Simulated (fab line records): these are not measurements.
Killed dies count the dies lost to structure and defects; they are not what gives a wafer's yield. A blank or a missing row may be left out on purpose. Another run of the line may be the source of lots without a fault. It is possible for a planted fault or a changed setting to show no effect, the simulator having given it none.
fab line records + flow n5Finfet
record
- lots=12
- wafers=32
- lastDay=18
route steps=1938 shown BEOL_M11@1590 BEOL_M12@1608
lots with no fault: from the same line, run without faults
startH: hours from the record's first day to the start of the lot's first wafer shown + waitH: hours since the lot's step before + " as in the row above + L1.1+2: one row covering several wafers at once + - value missing, or start not given + * or withheld: withheld + < > ~ a bound
route shown NAME@n: a module of which the file shows steps, and the number in the route of the first + usual: mean/standard deviation of fault-free wafers + same: alike in all rows + chamber/n: place in a boat + sites: readings site by site + _std_site: their standard deviation + _edge_site: mean of outer sites minus mean of inner sites + radiusMm: how far each site lies from the wafer's centre + mask NAME#n: copy n + behind: the most recent tool/chamber to have shaped the wafer + hold: reason for holding the lot/hours on hold/outcome of the hold + device: transistor that didn't switch, given as n, p or np + end of line: tests of these same wafers at the route's end + where a step has no rows: the recipe by itself + killed: not the wafer's yield, but the dies lost to structure and defects at the first sort + map: dies across one wafer; x = killed, . = not, _ = none there
set.NAME: setting as actually run; set.NAME@STEP: the setting as run at that earlier step + model.NAME: the simulator's own value behind a step, which no gauge read
the route's steps for a sample of lots (tables are steps, rows are wafers)
services: from which hour (startH, from the record's first day; less than 0 if before it) a tool's chamber was out of use, for how many hours, and why
## steps
# step N5_BEOL_M11_ALD_74
# recipe
- material=TaN
- targetThkA=20
- tempC=275
- aldPrecursorFamily=PDMAT
- aldCoReactant=NH3
- pressureTorr=3
- carrierFlowSccm=1500
- pulseTimeS=2
- purgeTimeS=3
- coReactantPurgeTimeS=2
- coReactantPulseTimeS=3
- aldCycles=40
- precursorVesselTempC=75
- precursorVesselPressureTorr=26.25
- precursorVesselCarrierSccm=1000
# usual
- heaterPowerW=408/37
- susceptorTempC=274.99/0.17
# same
- pulseTimeS=2
| lot.wafer | tool        | chamber | startH | waitH | heaterPowerW | sinceWetCleanH | susceptorTempC |
|-----------|-------------|---------|--------|-------|--------------|----------------|----------------|
| L449.3    | aldMetal-04 | 3       | 215.92 | 0.0   | 388          | 4494           | 274.81         |
| L449.5    | "           | 3       | "      | "     | 393          | -              | 275.30         |
| L449.6    | "           | 0       | "      | "     | 385          | -              | 274.81         |
| L451.1    | aldMetal-03 | 3       | 226.79 | 0.0   | 365          | 2967           | 274.90         |
| L451.4    | "           | 2       | "      | "     | 501          | 2967           | 275.09         |
| L451.6    | "           | 1       | "      | "     | 430          | -              | 275.17         |
| L452.2    | aldMetal-02 | 3       | 239.36 | 0.1   | 431          | 1441           | 275.15         |
| L452.3    | "           | 1       | "      | "     | 365          | 1441           | 275.04         |
| L452.4    | "           | 2       | "      | "     | 450          | 1441           | 275.13         |
| L453.3    | aldMetal-03 | 0       | 250.73 | 0.1   | 394          | 2991           | 275.15         |
| L453.4    | "           | 1       | "      | "     | 435          | 2991           | 274.83         |
| L453.6    | "           | 3       | "      | "     | 371          | -              | 275.25         |
| L457.4    | aldMetal-03 | 3       | 272.68 | 0.0   | 367          | 3012           | 274.97         |
| L458.3    | aldMetal-04 | 3       | 282.36 | 0.0   | 382          | 4561           | 274.64         |
| L459.1    | aldMetal-04 | 3       | 286.30 | 0.2   | 390          | 4565           | 275.01         |
| L459.2    | "           | 2       | "      | "     | 404          | 4565           | 274.89         |
| L459.5    | "           | 2       | "      | "     | 400          | -              | 274.71         |
| L462.1    | aldMetal-02 | 1       | 303.73 | 0.0   | 375          | 1505           | 275.30         |
| L462.2    | "           | 2       | "      | "     | 449          | 1505           | 274.69         |
| L462.3    | "           | 3       | "      | "     | 422          | 1505           | 275.03         |
| L460.4    | aldMetal-03 | 0       | 303.99 | 0.1   | 392          | 3044           | 274.71         |
| L460.5    | "           | 2       | "      | "     | 488          | -              | 275.10         |
| L460.6    | "           | 3       | "      | "     | 369          | -              | 274.75         |
| L469.1    | aldMetal-03 | 3       | 363.36 | 0.0   | 370          | 3103           | 275.10         |
| L469.2    | "           | 0       | "      | "     | 397          | 3103           | 274.73         |
| L469.3    | "           | 1       | "      | "     | 444          | 3103           | 274.95         |
| L471.2    | aldMetal-04 | 3       | 368.38 | 0.0   | 386          | 4647           | 275.07         |
| L471.3    | "           | 0       | "      | "     | 381          | 4647           | 274.88         |
| L471.5    | "           | 3       | "      | "     | 395          | -              | 274.87         |
| L472.2    | aldMetal-04 | 3       | 374.78 | 0.1   | 379          | 4653           | 275.09         |
| L472.4    | "           | 0       | "      | "     | 376          | 4653           | 274.95         |
| L472.5    | "           | 0       | "      | "     | 378          | -              | 274.83         |
# step N5_BEOL_M11_DEP_56
# recipe
- material=SiCN
- targetThkA=300
- tempC=withheld
- precursor=3MS/NH3
- pressureTorr=3
- rfW=675
- timeS=10.5
# usual
- showerheadPlenumPTorr=4.167/0.013
- throttleValvePct=17.8/0.88
| lot.wafer | tool     | chamber | startH | waitH | showerheadPlenumPTorr | sinceWetCleanH | throttleValvePct |
|-----------|----------|---------|--------|-------|-----------------------|----------------|------------------|
| L449.3    | pecvd-01 | 1       | 217.40 | 0.0   | 4.178                 | 1828           | 18.6             |
| L449.5    | "        | 1       | "      | "     | 4.187                 | -              | 18.9             |
| L449.6    | "        | 0       | "      | "     | 4.156                 | -              | 17.5             |
| L451.1    | pecvd-02 | 1       | 228.29 | 0.0   | 4.192                 | 1657           | 17.2             |
| L451.4    | "        | 0       | "      | "     | 4.169                 | -              | 17.9             |
| L451.6    | "        | 1       | "      | "     | 4.175                 | -              | 17.0             |
| L452.2    | pecvd-01 | 0       | 241.05 | 0.0   | 4.154                 | 1126           | 17.3             |
| L452.3    | "        | 1       | "      | "     | 4.173                 | 1851           | 18.7             |
| L452.4    | "        | 0       | "      | "     | 4.152                 | -              | 17.2             |
| L453.3    | pecvd-01 | 1       | 254.85 | 0.0   | 4.182                 | 1865           | 18.8             |
| L453.4    | "        | 2       | "      | "     | 4.161                 | -              | 17.3             |
| L453.6    | "        | 0       | "      | "     | 4.156                 | -              | 17.5             |
| L457.4    | pecvd-02 | 2       | 275.02 | 0.0   | 4.155                 | -              | 16.7             |
| L458.3    | pecvd-04 | 2       | 284.20 | 0.0   | 4.164                 | 6              | 17.4             |
| L459.1    | pecvd-01 | 1       | 289.24 | 0.0   | 4.175                 | 1899           | 19.0             |
| L459.2    | "        | 0       | "      | "     | 4.151                 | 1174           | 17.4             |
| L459.5    | "        | 1       | "      | "     | 4.189                 | -              | 18.7             |
| L462.1    | pecvd-04 | 0       | 305.28 | 0.0   | 4.184                 | 1372           | 19.7             |
| L462.2    | "        | 1       | "      | "     | 4.137                 | 2097           | 18.9             |
| L462.3    | "        | 2       | "      | "     | 4.179                 | 27             | 17.3             |
| L460.4    | pecvd-01 | 1       | 305.79 | 0.0   | 4.168                 | -              | 18.7             |
| L460.5    | "        | 0       | "      | "     | 4.157                 | -              | 17.7             |
| L460.6    | "        | 2       | "      | "     | 4.165                 | -              | 17.1             |
| L469.1    | pecvd-02 | 1       | 364.98 | 0.0   | 4.184                 | 1794           | 17.1             |
| L469.2    | "        | 2       | "      | "     | 4.177                 | 315            | 16.9             |
| L469.3    | "        | 0       | "      | "     | 4.164                 | 497            | 18.3             |
| L471.2    | pecvd-02 | 2       | 370.17 | 0.0   | 4.170                 | 320            | 17.2             |
| L471.3    | "        | 0       | "      | "     | 4.180                 | 502            | 18.3             |
| L471.5    | "        | 1       | "      | "     | 4.179                 | -              | 17.1             |
| L472.2    | pecvd-02 | 1       | 376.79 | 0.0   | 4.179                 | 1806           | 17.0             |
| L472.4    | "        | 0       | "      | "     | 4.153                 | -              | 18.4             |
| L472.5    | "        | 2       | "      | "     | 4.158                 | -              | 17.1             |
# step N5_BEOL_M12_EXPOSE_07
# recipe
- maskId=V11
- na=0.93
- sourceShape=conventional
- sigmaOuter=0.6
- polarization=unpolarized
- attpsmPhaseDeg=180
- doseMj=32.5
# usual
- exposureDoseMJCm2=32.479/0.029
| lot.wafer | tool          | chamber | startH | waitH | mask  | exposureDoseMJCm2 |
|-----------|---------------|---------|--------|-------|-------|-------------------|
| L449.3    | krfScanner-02 | 0       | 217.98 | -     | V11#0 | 32.544            |
| L449.5    | "             | 0       | "      | "     | V11#0 | 32.501            |
| L449.6    | "             | 0       | "      | "     | V11#0 | 32.500            |
| L451.1    | krfScanner-02 | 0       | 228.67 | -     | V11#0 | 32.463            |
| L451.4    | "             | 0       | "      | "     | V11#0 | 32.497            |
| L451.6    | "             | 0       | "      | "     | V11#0 | 32.450            |
| L452.2    | krfScanner-01 | 0       | 241.50 | -     | V11#0 | 32.450            |
| L452.3    | "             | 0       | "      | "     | V11#0 | 32.491            |
| L452.4    | "             | 0       | "      | "     | V11#0 | 32.481            |
| L453.3    | krfScanner-02 | 0       | 255.37 | -     | V11#0 | 32.505            |
| L453.4    | "             | 0       | "      | "     | V11#0 | 32.529            |
| L453.6    | "             | 0       | "      | "     | V11#0 | 32.510            |
| L457.4    | krfScanner-02 | 0       | 275.41 | -     | V11#0 | 32.615            |
| L458.3    | krfScanner-02 | 0       | 284.60 | -     | V11#0 | 32.613            |
| L459.1    | krfScanner-01 | 0       | 289.80 | -     | V11#0 | 32.493            |
| L459.2    | "             | 0       | "      | "     | V11#0 | 32.461            |
| L459.5    | "             | 0       | "      | "     | V11#0 | 32.489            |
| L462.1    | krfScanner-01 | 0       | 305.79 | -     | V11#0 | 32.495            |
| L462.2    | "             | 0       | "      | "     | V11#0 | 32.502            |
| L462.3    | "             | 0       | "      | "     | V11#0 | 32.474            |
| L460.4    | krfScanner-01 | 0       | 306.19 | -     | V11#0 | 32.484            |
| L460.5    | "             | 0       | "      | "     | V11#0 | 32.512            |
| L460.6    | "             | 0       | "      | "     | V11#0 | 32.497            |
| L469.1    | krfScanner-01 | 0       | 365.49 | -     | V11#0 | 32.415            |
| L469.2    | "             | 0       | "      | "     | V11#0 | 32.456            |
| L469.3    | "             | 0       | "      | "     | V11#0 | 32.449            |
| L471.2    | krfScanner-01 | 0       | 370.69 | -     | V11#0 | 32.468            |
| L471.3    | "             | 0       | "      | "     | V11#0 | 32.467            |
| L471.5    | "             | 0       | "      | "     | V11#0 | 32.526            |
| L472.2    | krfScanner-01 | 0       | 377.33 | -     | V11#0 | 32.521            |
| L472.4    | "             | 0       | "      | "     | V11#0 | 32.520            |
| L472.5    | "             | 0       | "      | "     | V11#0 | 32.489            |
# step N5_BEOL_M12_DESCUM_15
# recipe
- chemistry=O2
- timeS=7.9
- sourcePowerW=50
- biasPowerW=20
- pressureMtorr=20
- rfFrequencyHz=2.712e+07
- tempC=40
- o2FlowSccm=225
# usual
- drypumpMotorCurrentA=5.7/0.39
- oesProductAu=0.83/0.088
- rfVppV=243.1/1.6
- showerheadPlenumPTorr=2.08/0.095
- throttleValvePct=20.25/0.21
| lot.wafer | tool       | chamber | startH | waitH | drypumpMotorCurrentA | oesProductAu | rfHoursCounterH | rfVppV | showerheadPlenumPTorr | throttleValvePct |
|-----------|------------|---------|--------|-------|----------------------|--------------|-----------------|--------|-----------------------|------------------|
| L449.3    | rieDiel-04 | 0       | 218.23 | 0.0   | 5.6                  | 0.87         | 67              | 245.1  | 2.22                  | 20.49            |
| L449.5    | "          | 3       | "      | "     | 6.0                  | 0.91         | -               | 242.1  | 2.04                  | 19.97            |
| L449.6    | "          | 2       | "      | "     | 5.3                  | 0.66         | -               | 244.1  | 2.03                  | 20.57            |
| L451.1    | rieDiel-05 | 2       | 228.94 | 0.0   | 5.5                  | 0.73         | 191             | 239.6  | 1.90                  | 20.30            |
| L451.4    | "          | 3       | "      | "     | 5.5                  | 0.89         | 34              | 243.4  | 2.01                  | 20.30            |
| L451.6    | "          | 3       | "      | "     | 5.5                  | 0.89         | -               | 243.2  | 2.01                  | 20.31            |
| L452.2    | rieDiel-02 | 3       | 241.75 | 0.0   | 6.6                  | 0.68         | 231             | 243.4  | 2.07                  | 20.27            |
| L452.3    | "          | 0       | "      | "     | 6.1                  | 0.66         | 238             | 242.8  | 1.99                  | 20.44            |
| L452.4    | "          | 2       | "      | "     | 5.5                  | 0.96         | 6               | 242.4  | 2.04                  | 20.14            |
| L453.3    | rieDiel-05 | 3       | 255.62 | 0.0   | 5.5                  | 0.87         | 43              | 241.3  | 2.01                  | 20.32            |
| L453.4    | "          | 1       | "      | "     | 6.1                  | 0.74         | 185             | 243.7  | 2.16                  | 20.49            |
| L453.6    | "          | 0       | "      | "     | 5.1                  | 0.90         | -               | 243.5  | 2.13                  | 19.88            |
| L457.4    | rieDiel-05 | 1       | 275.77 | 0.2   | 6.1                  | 0.74         | 191             | 243.0  | 2.16                  | 20.53            |
| L458.3    | rieDiel-02 | 3       | 284.84 | 0.0   | 6.6                  | 0.66         | 245             | 240.8  | 2.06                  | 20.29            |
| L459.1    | rieDiel-05 | 2       | 290.39 | 0.4   | 5.5                  | 0.72         | 211             | 241.2  | 1.89                  | 20.30            |
| L459.2    | "          | 1       | "      | "     | 6.1                  | 0.73         | 196             | 245.2  | 2.15                  | 20.51            |
| L459.5    | "          | 3       | "      | "     | 5.6                  | 0.87         | -               | 242.5  | 2.01                  | 20.34            |
| L462.1    | rieDiel-05 | 3       | 306.38 | 0.4   | 5.5                  | 0.86         | 55              | 242.3  | 2.01                  | 20.34            |
| L462.2    | "          | 2       | "      | "     | 5.4                  | 0.72         | 212             | 239.8  | 1.89                  | 20.33            |
| L462.3    | "          | 0       | "      | "     | 5.1                  | 0.88         | 47              | 242.8  | 2.13                  | 19.90            |
| L460.4    | rieDiel-05 | 0       | 306.65 | 0.3   | 5.1                  | 0.88         | 47              | 244.1  | 2.13                  | 19.89            |
| L460.5    | "          | 3       | "      | "     | 5.5                  | 0.85         | -               | 241.8  | 2.01                  | 20.33            |
| L460.6    | "          | 0       | "      | "     | 5.1                  | 0.87         | -               | 243.1  | 2.13                  | 19.88            |
| L469.1    | rieDiel-04 | 1       | 366.27 | 0.6   | 5.4                  | 0.90         | 19              | 244.0  | 2.15                  | 20.07            |
| L469.2    | "          | 3       | "      | "     | 6.1                  | 0.84         | 76              | 241.3  | 2.02                  | 20.04            |
| L469.3    | "          | 0       | "      | "     | 5.6                  | 0.78         | 130             | 244.7  | 2.20                  | 20.58            |
| L471.2    | rieDiel-04 | 3       | 370.94 | 0.0   | 6.1                  | 0.84         | 77              | 241.4  | 2.02                  | 20.05            |
| L471.3    | "          | 0       | "      | "     | 5.6                  | 0.78         | 131             | 245.7  | 2.20                  | 20.57            |
| L471.5    | "          | 1       | "      | "     | 5.5                  | 0.89         | -               | 242.1  | 2.15                  | 20.07            |
| L472.2    | rieDiel-05 | 3       | 377.58 | 0.0   | 5.6                  | 0.83         | 77              | 241.6  | 2.00                  | 20.37            |
| L472.4    | "          | 2       | "      | "     | 5.5                  | 0.70         | 234             | 240.4  | 1.88                  | 20.34            |
| L472.5    | "          | 0       | "      | "     | 5.1                  | 0.85         | -               | 243.6  | 2.12                  | 19.93            |
## services
| tool          | chamber | startH | hours | kind   |
|---------------|---------|--------|-------|--------|
| rieDiel-05    | 3       | 201.47 | 13.7  | repair |
| krfScanner-02 | -       | 203.51 | 0.8   | pm     |
| krfScanner-01 | -       | 204.26 | 1.3   | pm     |
| aldMetal-04   | -       | 204.95 | 0.5   | repair |
| krfScanner-01 | -       | 205.56 | 0.8   | pm     |
| krfScanner-02 | -       | 206.31 | 1.3   | pm     |
| krfScanner-02 | -       | 207.61 | 1.0   | pm     |
| krfScanner-01 | -       | 211.55 | 7.2   | pm     |
| rieDiel-05    | 2       | 219.41 | 2.6   | repair |
| aldMetal-04   | 2       | 231.67 | 6.8   | repair |
| pecvd-01      | -       | 238.21 | 2.8   | pm     |
| aldMetal-04   | -       | 239.21 | 1.0   | repair |
| pecvd-02      | -       | 240.84 | 1.9   | repair |
| pecvd-01      | -       | 243.67 | 0.6   | repair |
| aldMetal-04   | 0       | 271.85 | 3.6   | repair |
| krfScanner-01 | -       | 275.63 | 1.0   | pm     |
| aldMetal-03   | -       | 280.95 | 2.8   | pm     |
| rieDiel-05    | -       | 291.28 | 14.6  | pm     |
| aldMetal-03   | 0       | 325.43 | 6.5   | repair |
| krfScanner-01 | -       | 346.93 | 1.9   | repair |
| aldMetal-04   | 1       | 349.01 | 10.4  | repair |
| krfScanner-01 | -       | 355.21 | 0.8   | pm     |
| krfScanner-01 | -       | 357.44 | 1.3   | pm     |
| pecvd-02      | -       | 367.17 | 0.8   | pm     |
## key
firstSign
- step=N5_BEOL_M12_EXPOSE_07
- reading=exposureDoseMJCm2
- direction=up
- sigmas=4.7
- usual=32.479
- struck=32.614
effect none on later readings
metAt N5_BEOL_M12_EXPOSE_07
struckLots L457,L458
rowsEnd L457.4
loopTrim
- step=N5_BEOL_M12_EXPOSE_07
- setting=dose
- lots=L457,L458
notActingAt N5_BEOL_M11_ALD_74,N5_BEOL_M11_DEP_56,N5_BEOL_M12_DESCUM_15
onsetBetween 255.37 275.41
fault
- kind=processParameterDrift
- tool=krfScanner-02
- chamber=-
- onsetH=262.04
- steps=N5_BEOL_M12_EXPOSE_07
- channel=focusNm
- offset=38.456
- spreadByWafer=0.3
- shape=step
# rowsEnd: these wafers met a further fault down the route, and their rows from its step on are left out
# loopTrim: a control loop set the setting to another value than it would have without faults
